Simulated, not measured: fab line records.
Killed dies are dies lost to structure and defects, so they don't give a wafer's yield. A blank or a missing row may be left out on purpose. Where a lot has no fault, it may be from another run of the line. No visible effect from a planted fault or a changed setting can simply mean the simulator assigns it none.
fab line records -- flow n5-finfet
record: lots: 5, wafers: 15, last-day: 15
route steps=1938 shown MIM_BOT_ETCH@1867 PASS1_CAP@1873 TV_LITHO@1875
lots untouched by any fault: they come from a run of this same line in which no faults occurred
start-h: start of the lot's first displayed wafer, in hours after the record's first day -- wait-h: time in hours since the lot's previous step -- " unchanged from the row above -- L1.1+2: several wafers, shown together as one row -- - no value present, or no start provided -- * or withheld: withheld -- < > ~ a bound
route shown NAME@n: names a module that has steps shown in the file, with the first one's number in the route -- usual: mean and standard deviation over wafers with no fault -- same: alike in all rows -- chamber/n: place in a boat -- sites: per-site readings -- _std_site: the values' standard deviation -- _edge_site: mean of outer sites minus mean of inner sites -- radius-mm: how far each site lies from the wafer's centre -- mask NAME#n: copy n -- behind: the most recent tool/chamber to have shaped the wafer -- hold: what put the lot on hold/how long, in hours/how the hold closed -- device: which transistor (n, p or np) failed to switch -- end of line: at the end of the route, the tests of the same wafers -- a step given without rows: its recipe and nothing more -- killed: dies that structure and defects cost at the first sort, which is not the same as the wafer's yield -- map: a wafer's dies, marking killed ones x, the rest . and places with no die _
set.NAME: the setting the step ran with; set.NAME@STEP: the setting that earlier step ran with -- model.NAME: the simulator's own value behind a step, which no gauge read
lots seen at some steps along the route; tables by step, rows by wafer
services: the hour from which a tool's chamber was out of use, counted from the record's first day as start-h (under 0 if before that day), plus the number of hours and why
== steps ==
step: N5_MIM_BOT_ETCH_ETCH_03
recipe: chemistry: Cl2/BCl3, target-depth-a: 120, pressure-mtorr: 8, icp-w: 800, bias-w: 100, Cl2_flow_sccm: 20, bcl3-flow-sccm: 80
usual: drypump-motor-current-A: 6.0/0.39, oes-product-au: 0.79/0.085, throttle-valve-pct: 27.45/0.16
lot.wafer,tool,chamber,start-h,wait-h,drypump-motor-current-A,oes-product-au,rf-hours-counter-h,throttle-valve-pct
L082.1,rie-metal-01,1,324.47,0.1,5.3,0.92,3,27.18
L082.2,rie-metal-01,0,324.47,0.1,5.5,0.67,94,27.62
L082.6,rie-metal-01,1,324.47,0.1,5.3,0.93,-,27.18
L083.2,rie-metal-02,0,328.87,0.1,5.7,0.66,92,27.72
L083.4,rie-metal-02,1,328.87,0.1,6.3,0.83,-,27.47
L083.6,rie-metal-02,0,328.87,0.1,5.7,0.66,-,27.71
L085.1,rie-metal-01,0,333.30,0.1,5.5,0.67,96,27.63
L085.3,rie-metal-01,1,333.30,0.1,5.3,0.91,-,27.19
L085.6,rie-metal-01,1,333.30,0.1,5.3,0.92,-,27.17
L087.1,rie-metal-03,1,351.82,0.1,6.0,0.86,20,27.31
L087.5,rie-metal-03,1,351.82,0.1,5.9,0.84,-,27.32
L087.6,rie-metal-03,0,351.82,0.1,6.5,0.79,-,27.42
L089.2,rie-metal-03,0,352.83,0.1,6.5,0.79,36,27.42
L089.5,rie-metal-03,1,352.83,0.1,6.0,0.85,-,27.32
L089.6,rie-metal-03,0,352.83,0.1,6.5,0.80,-,27.42
step: N5_MIM_BOT_ETCH_ETCH_00
recipe: chemistry: Cl2/BCl3, target: TiN, target-depth-a: 455, ion-energy-ev: 150, pressure-mtorr: 10, icp-w: 1000, bias-w: 126, Cl2_flow_sccm: 53.25, bcl3-flow-sccm: 21.75, Ar_flow_sccm: 25
usual: drypump-motor-current-A: 6.0/0.39, oes-product-au: 0.79/0.084, throttle-valve-pct: 21.84/0.16
lot.wafer,tool,chamber,start-h,wait-h,drypump-motor-current-A,oes-product-au,rf-hours-counter-h,throttle-valve-pct
L082.1,rie-metal-01,1,324.56,0.1,5.3,0.92,3,21.53
L082.2,rie-metal-01,0,324.56,0.1,5.4,0.67,94,22.02
L082.6,rie-metal-01,1,324.56,0.1,5.3,0.92,-,21.54
L083.2,rie-metal-02,0,328.96,0.1,5.7,0.67,92,22.09
L083.4,rie-metal-02,1,328.96,0.1,6.3,0.82,-,21.80
L083.6,rie-metal-02,0,328.96,0.1,5.7,0.67,-,22.07
L085.1,rie-metal-01,0,333.39,0.1,5.5,0.67,96,22.01
L085.3,rie-metal-01,1,333.39,0.1,5.3,0.93,-,21.50
L085.6,rie-metal-01,1,333.39,0.1,5.3,0.91,-,21.52
L087.1,rie-metal-03,1,351.91,0.1,6.0,0.85,20,21.72
L087.5,rie-metal-03,1,351.91,0.1,6.0,0.85,-,21.72
L087.6,rie-metal-03,0,351.91,0.1,6.5,0.80,-,21.81
L089.2,rie-metal-03,0,352.92,0.1,6.5,0.78,36,21.83
L089.5,rie-metal-03,1,352.92,0.1,6.0,0.85,-,21.73
L089.6,rie-metal-03,0,352.92,0.1,6.5,0.79,-,21.83
step: N5_MIM_BOT_ETCH_STRIP_01
recipe: chemistry: O2, power-w: 600, temp-c: 60, pressure-mtorr: 30, rf-frequency-hz: 6e+07, bias-power-w: 0, overash-fraction: 0.5, o2-flow-sccm: 225
usual: drypump-motor-current-A: 5.8/0.36, oes-product-au: 0.82/0.095, rf-vpp-V: 3.9/1.4, showerhead-plenum-p-Torr: 2.08/0.047, throttle-valve-pct: 16.62/0.26
lot.wafer,tool,chamber,start-h,wait-h,drypump-motor-current-A,oes-product-au,rf-hours-counter-h,rf-vpp-V,showerhead-plenum-p-Torr,throttle-valve-pct
L082.1,rie-diel-04,3,324.88,0.3,6.1,0.84,51,3.0,2.05,16.47
L082.2,rie-diel-04,0,324.88,0.3,5.4,0.90,20,6.7,2.06,16.33
L082.6,rie-diel-04,3,324.88,0.3,6.1,0.87,-,2.6,2.04,16.43
L083.2,rie-diel-03,0,329.10,0.1,5.5,0.92,26,6.6,2.13,16.29
L083.4,rie-diel-03,1,329.10,0.1,6.0,0.89,34,4.6,2.05,16.58
L083.6,rie-diel-03,3,329.10,0.1,6.2,0.93,-,4.4,2.04,16.38
L085.1,rie-diel-03,1,333.53,0.1,6.0,0.86,36,5.6,2.05,16.61
L085.3,rie-diel-03,3,333.53,0.1,6.1,0.90,36,7.0,2.04,16.40
L085.6,rie-diel-03,2,333.53,0.1,5.8,0.67,-,3.8,2.06,16.99
L087.1,rie-diel-04,3,352.07,0.1,6.1,0.84,62,3.6,2.04,16.48
L087.5,rie-diel-04,0,352.07,0.1,5.4,0.90,-,3.5,2.05,16.35
L087.6,rie-diel-04,3,352.07,0.1,6.1,0.85,-,1.5,2.04,16.47
L089.2,rie-diel-01,3,353.08,0.1,6.1,0.76,117,5.6,2.11,16.89
L089.5,rie-diel-01,3,353.08,0.1,6.1,0.78,-,3.1,2.11,16.85
L089.6,rie-diel-01,2,353.08,0.1,5.9,0.70,-,4.6,2.08,16.66
step: N5_MIM_BOT_ETCH_STRIP_02
recipe: chemistry: post-etch-residue-remover, time-s: 1200, temp-c: 72.5
same: time-s: 1200
lot.wafer,tool,chamber,start-h,wait-h
L082.1+2+6,wet-bench-01,"1,4,6",324.94,-
L083.2+4+6,wet-bench-04,"6,2,7",329.16,-
L085.1+3+6,wet-bench-01,"6,2,1",333.61,-
L087.1+5+6,wet-bench-06,"0,6,7",352.13,-
L089.2+5+6,wet-bench-04,"4,2,5",353.17,-
step: N5_MIM_BOT_ETCH_CLEAN_05
recipe: chemistry: IPA, time-s: 180, temp-c: 25
same: time-s: 180
lot.wafer,tool,chamber,start-h,wait-h
L082.1+2+6,wet-bench-01,"1,4,6",325.28,0.0
L083.2+4+6,wet-bench-04,"6,2,7",329.53,0.0
L085.1+3+6,wet-bench-01,"6,2,1",333.94,0.0
L087.1+5+6,wet-bench-06,"0,6,7",352.47,0.0
L089.2+5+6,wet-bench-04,"4,2,5",353.53,0.0
step: N5_MIM_BOT_ETCH_SRD_06
recipe: dry: ipa-marangoni, time-s: 30, temp-c: 23, rinse-liquid: diw
same: time-s: 30
lot.wafer,tool,chamber,start-h,wait-h
L082.1+2+6,wet-bench-01,"1,4,6",325.33,0.0
L083.2+4+6,wet-bench-04,"6,2,7",329.59,0.0
L085.1+3+6,wet-bench-01,"6,2,1",334.00,0.0
L087.1+5+6,wet-bench-06,"0,6,7",352.52,0.0
L089.2+5+6,wet-bench-04,"4,2,5",353.59,0.0
step: N5_PASSIVATION_PECVD_55
recipe: material: SiO2, target-thk-a: 4000, temp-c: 400, precursor: SiH4/N2O, pressure-torr: 2.7, rf-w: 608, time-s: 22.5
usual: chamber-pressure-Torr: 2.701/0.0059, heater-power-outer-w: 344/51, heater-power-w: 585/78, showerhead-plenum-p-Torr: 8.15/0.091, throttle-valve-pct: 51.5/2.5
same: time-s: 22.5
lot.wafer,tool,chamber,start-h,wait-h,chamber-pressure-Torr,heater-power-outer-w,heater-power-w,showerhead-plenum-p-Torr,throttle-valve-pct
L082.1,pecvd-02,2,325.38,0.0,2.693,340,595,8.21,47.4
L082.2,pecvd-02,1,325.38,0.0,2.702,321,601,8.27,53.0
L082.6,pecvd-02,0,325.38,0.0,2.710,261,511,7.96,54.5
L083.2,pecvd-04,1,329.63,0.0,2.692,412,595,8.09,54.7
L083.4,pecvd-04,2,329.63,0.0,2.693,337,584,8.19,48.5
L083.6,pecvd-04,0,329.63,0.0,2.710,338,573,8.10,50.8
L085.1,pecvd-04,1,334.05,0.0,2.711,372,539,8.10,54.9
L085.3,pecvd-04,2,334.05,0.0,2.703,337,588,8.20,48.5
L085.6,pecvd-04,0,334.05,0.0,2.699,390,685,8.11,51.1
L087.1,pecvd-04,2,352.57,0.0,2.700,260,504,8.16,48.9
L087.5,pecvd-04,0,352.57,0.0,2.699,392,659,8.10,51.2
L087.6,pecvd-04,2,352.57,0.0,2.697,281,542,8.19,48.5
L089.2,pecvd-01,1,353.64,0.0,2.696,297,469,8.16,51.9
L089.5,pecvd-01,1,353.64,0.0,2.699,313,494,8.17,51.5
L089.6,pecvd-01,2,353.64,0.0,2.706,280,463,8.23,51.5
step: N5_PASSIVATION_PECVD_01
recipe: material: SiNx, target-thk-a: 2000, temp-c: 400, precursor: SiH4/NH3/N2, pressure-torr: 4.9, rf-w: 1406, time-s: 43.2
usual: chamber-pressure-Torr: 4.901/0.01, heater-power-outer-w: 139/55, heater-power-w: 311/81, showerhead-plenum-p-Torr: 8.67/0.064, throttle-valve-pct: 29.2/1.4
same: time-s: 43.2
lot.wafer,tool,chamber,start-h,wait-h,chamber-pressure-Torr,heater-power-outer-w,heater-power-w,showerhead-plenum-p-Torr,throttle-valve-pct
L082.1,pecvd-02,2,325.41,0.0,4.890,112,281,8.69,26.9
L082.2,pecvd-02,1,325.41,0.0,4.903,187,420,8.74,30.1
L082.6,pecvd-02,0,325.41,0.0,4.891,91,286,8.53,30.8
L083.2,pecvd-04,1,329.67,0.0,4.911,196,310,8.66,30.8
L083.4,pecvd-04,2,329.67,0.0,4.904,140,342,8.68,27.3
L083.6,pecvd-04,0,329.67,0.0,4.908,247,470,8.63,28.8
L085.1,pecvd-04,1,334.08,0.0,4.905,196,298,8.63,30.9
L085.3,pecvd-04,2,334.08,0.0,4.901,105,293,8.68,27.3
L085.6,pecvd-04,0,334.08,0.0,4.916,227,446,8.65,28.8
L087.1,pecvd-04,2,352.60,0.0,4.911,68,246,8.69,27.4
L087.5,pecvd-04,0,352.60,0.0,4.894,242,461,8.63,28.9
L087.6,pecvd-04,2,352.60,0.0,4.892,80,252,8.69,27.8
L089.2,pecvd-01,1,353.67,0.0,4.908,83,179,8.69,29.4
L089.5,pecvd-01,1,353.67,0.0,4.899,91,192,8.68,29.2
L089.6,pecvd-01,2,353.67,0.0,4.900,64,179,8.73,29.5
step: N5_PASSIVATION_HMDS_03
recipe: time-s: 60, temp-c: 120
same: time-s: 60
lot.wafer,tool,chamber,start-h,wait-h
L082.1+2+6,litho-track-05,0,326.32,0.9
L083.2+4+6,litho-track-05,0,330.05,0.4
L085.1+3+6,litho-track-03,0,334.17,0.1
L087.1+5+6,litho-track-03,0,352.70,0.1
L089.2+5+6,litho-track-03,0,355.19,1.5
step: N5_PASSIVATION_COAT_04
recipe: spin-rpm: *, resist-thk-nm: *
lot.wafer,tool,chamber,start-h,wait-h
L082.1+2+6,litho-track-05,0,-,-
L083.2+4+6,litho-track-05,0,-,-
L085.1+3+6,litho-track-03,0,-,-
L087.1+5+6,litho-track-03,0,-,-
L089.2+5+6,litho-track-03,0,-,-
step: N5_PASSIVATION_EBR_06
recipe: solvent: PGMEA, ebr-width-mm: 1.5
lot.wafer,tool,chamber,start-h,wait-h
L082.1+2+6,litho-track-05,0,-,-
L083.2+4+6,litho-track-05,0,-,-
L085.1+3+6,litho-track-03,0,-,-
L087.1+5+6,litho-track-03,0,-,-
L089.2+5+6,litho-track-03,0,-,-
step: N5_PASSIVATION_SOFTBAKE_05
recipe: temp-c: 100, time-s: 90
same: time-s: 90
lot.wafer,tool,chamber,start-h,wait-h
L082.1+2+6,litho-track-05,0,-,-
L083.2+4+6,litho-track-05,0,-,-
L085.1+3+6,litho-track-03,0,-,-
L087.1+5+6,litho-track-03,0,-,-
L089.2+5+6,litho-track-03,0,-,-
step: N5_PASSIVATION_EXPOSE_07
recipe: mask-id: TV, na: 0.55, source-shape: conventional, sigma-outer: 0.8, polarization: unpolarized, defocus-nm: 0, target-cd-nm: 3000, dose-mj: 22.75
lot.wafer,tool,chamber,start-h,wait-h,mask
L082.1+2+6,krf-scanner-01,0,326.43,-,TV#0
L083.2+4+6,krf-scanner-01,0,330.48,-,TV#0
L085.1+3+6,krf-scanner-01,0,334.27,-,TV#0
L087.1+5+6,krf-scanner-02,0,352.93,-,TV#0
L089.2+5+6,krf-scanner-02,0,355.59,-,TV#0
step: N5_PASSIVATION_PEB_08
recipe: peb-temp-c: withheld, peb-time-s: *
lot.wafer,tool,chamber,start-h,wait-h
L082.1+2+6,litho-track-03,0,326.49,0.1
L083.2+4+6,litho-track-03,0,330.53,0.0
L085.1+3+6,litho-track-03,0,334.33,0.1
L087.1+5+6,litho-track-05,0,352.99,0.1
L089.2+5+6,litho-track-03,0,355.64,0.0
step: N5_PASSIVATION_DEVELOP_09
recipe: develop-time-s: 60, rinse-liquid: diw, dry: air-spin, dev-temp-c: 21
lot.wafer,tool,chamber,start-h,wait-h
L082.1+2+6,litho-track-03,0,-,-
L083.2+4+6,litho-track-03,0,-,-
L085.1+3+6,litho-track-03,0,-,-
L087.1+5+6,litho-track-05,0,-,-
L089.2+5+6,litho-track-03,0,-,-
step: N5_PASSIVATION_HARDBAKE_11
recipe: temp-c: 130, time-s: 120
same: time-s: 120
lot.wafer,tool,chamber,start-h,wait-h
L082.1+2+6,litho-track-03,0,-,-
L083.2+4+6,litho-track-03,0,-,-
L085.1+3+6,litho-track-03,0,-,-
L087.1+5+6,litho-track-05,0,-,-
L089.2+5+6,litho-track-03,0,-,-
step: N5_PASSIVATION_CD_MEAS_10
recipe: target-cd-nm: 3000, landing-energy-ev: 500, detector: se-inlens
usual: cd-nm: 3000.3/1.7
lot.wafer,tool,chamber,start-h,wait-h,cd-nm
L082.1,cd-sem-02,0,326.61,-,3003.3
L082.2,cd-sem-02,0,326.61,-,3002.2
L082.6,cd-sem-02,0,326.61,-,3002.1
L083.2,cd-sem-02,0,330.65,-,3002.0
L083.4,cd-sem-02,0,330.65,-,3002.4
L083.6,cd-sem-02,0,330.65,-,3001.3
L085.1,cd-sem-03,0,334.45,-,3001.8
L085.3,cd-sem-03,0,334.45,-,3002.4
L085.6,cd-sem-03,0,334.45,-,3000.4
L087.1,cd-sem-02,0,353.11,-,2998.0
L087.5,cd-sem-02,0,353.11,-,2997.3
L087.6,cd-sem-02,0,353.11,-,2998.5
L089.2,cd-sem-01,0,355.76,-,3001.2
L089.5,cd-sem-01,0,355.76,-,3002.4
L089.6,cd-sem-01,0,355.76,-,3000.8
step: N5_PASSIVATION_OVL_MEAS_60
recipe: points-per-wafer: 44
usual: TV_OVL: 0/4.9
lot.wafer,tool,chamber,start-h,wait-h,TV_OVL[nm]
L082.1,overlay-01,0,326.65,0.0,6
L082.2,overlay-01,0,326.65,0.0,13
L082.6,overlay-01,0,326.65,0.0,8
L083.2,overlay-01,0,330.68,0.0,-4
L083.4,overlay-01,0,330.68,0.0,-3
L083.6,overlay-01,0,330.68,0.0,-7
L085.1,overlay-01,0,334.48,0.0,-9
L085.3,overlay-01,0,334.48,0.0,-4
L085.6,overlay-01,0,334.48,0.0,4
L087.1,overlay-02,0,353.14,0.0,4
L087.5,overlay-02,0,353.14,0.0,1
L087.6,overlay-02,0,353.14,0.0,0
L089.2,overlay-01,0,355.79,0.0,-2
L089.5,overlay-01,0,355.79,0.0,-5
L089.6,overlay-01,0,355.79,0.0,-1
step: N5_PASSIVATION_INSPECT_61
recipe: mode: adi, inspect-instrument: macro
usual: raw-defect-count: 2.0/1.5
lot.wafer,tool,chamber,start-h,wait-h,raw-defect-count
L082.1,defect-inspect-01,-,326.67,0.0,0
L082.2,defect-inspect-01,-,326.67,0.0,1
L082.6,defect-inspect-01,-,326.67,0.0,0
L083.2,defect-inspect-01,-,330.70,0.0,3
L083.4,defect-inspect-01,-,330.70,0.0,5
L083.6,defect-inspect-01,-,330.70,0.0,1
L085.1,defect-inspect-02,-,334.50,0.0,1
L085.3,defect-inspect-02,-,334.50,0.0,0
L085.6,defect-inspect-02,-,334.50,0.0,0
L087.1,defect-inspect-01,-,353.16,0.0,1
L087.5,defect-inspect-01,-,353.16,0.0,4
L087.6,defect-inspect-01,-,353.16,0.0,4
L089.2,defect-inspect-02,-,355.82,0.0,1
L089.5,defect-inspect-02,-,355.82,0.0,3
L089.6,defect-inspect-02,-,355.82,0.0,2
step: N5_PASSIVATION_DESCUM_12
recipe: chemistry: O2, time-s: 7.9, source-power-w: 50, bias-power-w: 20, pressure-mtorr: 20, rf-frequency-hz: 2.712e+07, temp-c: 40, o2-flow-sccm: 225
usual: drypump-motor-current-A: 5.8/0.54, oes-product-au: 0.78/0.068, rf-vpp-V: 243.1/1.4, showerhead-plenum-p-Torr: 2.09/0.076, throttle-valve-pct: 20.46/0.2
same: time-s: 7.9
lot.wafer,tool,chamber,start-h,wait-h,drypump-motor-current-A,oes-product-au,rf-hours-counter-h,rf-vpp-V,showerhead-plenum-p-Torr,throttle-valve-pct
L082.1,rie-diel-05,0,326.70,0.0,5.6,0.87,46,241.3,2.05,20.15
L082.2,rie-diel-05,2,326.70,0.0,5.4,0.69,226,242.2,2.06,20.81
L082.6,rie-diel-05,3,326.70,0.0,5.8,0.87,-,244.6,2.23,20.35
L083.2,rie-diel-05,2,330.76,0.1,5.4,0.70,227,243.6,2.06,20.81
L083.4,rie-diel-05,1,330.76,0.1,5.9,0.72,226,243.0,2.16,20.68
L083.6,rie-diel-05,0,330.76,0.1,5.6,0.89,-,242.4,2.05,20.11
L085.1,rie-diel-06,2,334.54,0.0,6.5,0.75,191,243.1,2.08,20.56
L085.3,rie-diel-06,3,334.54,0.0,6.6,0.79,120,242.3,2.02,20.52
L085.6,rie-diel-06,1,334.54,0.0,5.5,0.71,-,241.2,1.97,20.40
L087.1,rie-diel-05,0,353.20,0.0,5.7,0.87,53,243.2,2.05,20.14
L087.5,rie-diel-05,3,353.20,0.0,5.7,0.87,-,244.4,2.22,20.37
L087.6,rie-diel-05,2,353.20,0.0,5.4,0.69,-,243.0,2.06,20.82
L089.2,rie-diel-05,0,355.85,0.0,5.7,0.88,54,244.0,2.05,20.13
L089.5,rie-diel-05,1,355.85,0.0,5.9,0.71,-,243.0,2.15,20.69
L089.6,rie-diel-05,0,355.85,0.0,5.7,0.87,-,241.3,2.05,20.13
== services ==
tool,chamber,start-h,hours,kind
rie-diel-06,-,302.99,14.6,pm
pecvd-02,2,307.08,5.5,scheduled-down
pecvd-02,1,314.62,-,calibration
pecvd-01,-,316.10,14.6,pm
pecvd-02,2,325.63,3.6,repair
rie-diel-06,0,329.38,30.4,repair
rie-diel-03,2,333.64,14.0,repair
rie-metal-03,0,334.30,4.0,repair
pecvd-04,-,335.62,0.3,repair
rie-diel-01,1,336.70,-,clean
rie-diel-01,1,336.70,-,consumable-replace:focus-ring
rie-diel-06,2,337.79,6.0,repair
rie-diel-04,2,345.36,-,clean
rie-diel-04,2,345.36,-,consumable-replace:focus-ring
rie-diel-04,2,345.36,27.9,scheduled-down
rie-diel-04,2,345.36,27.9,vent-cycle
rie-diel-04,0,346.07,5.5,repair
wet-bench-04,-,347.96,1.9,repair
rie-diel-01,0,350.57,4.9,repair
rie-metal-01,-,351.42,28.1,pm
== key ==
fault none
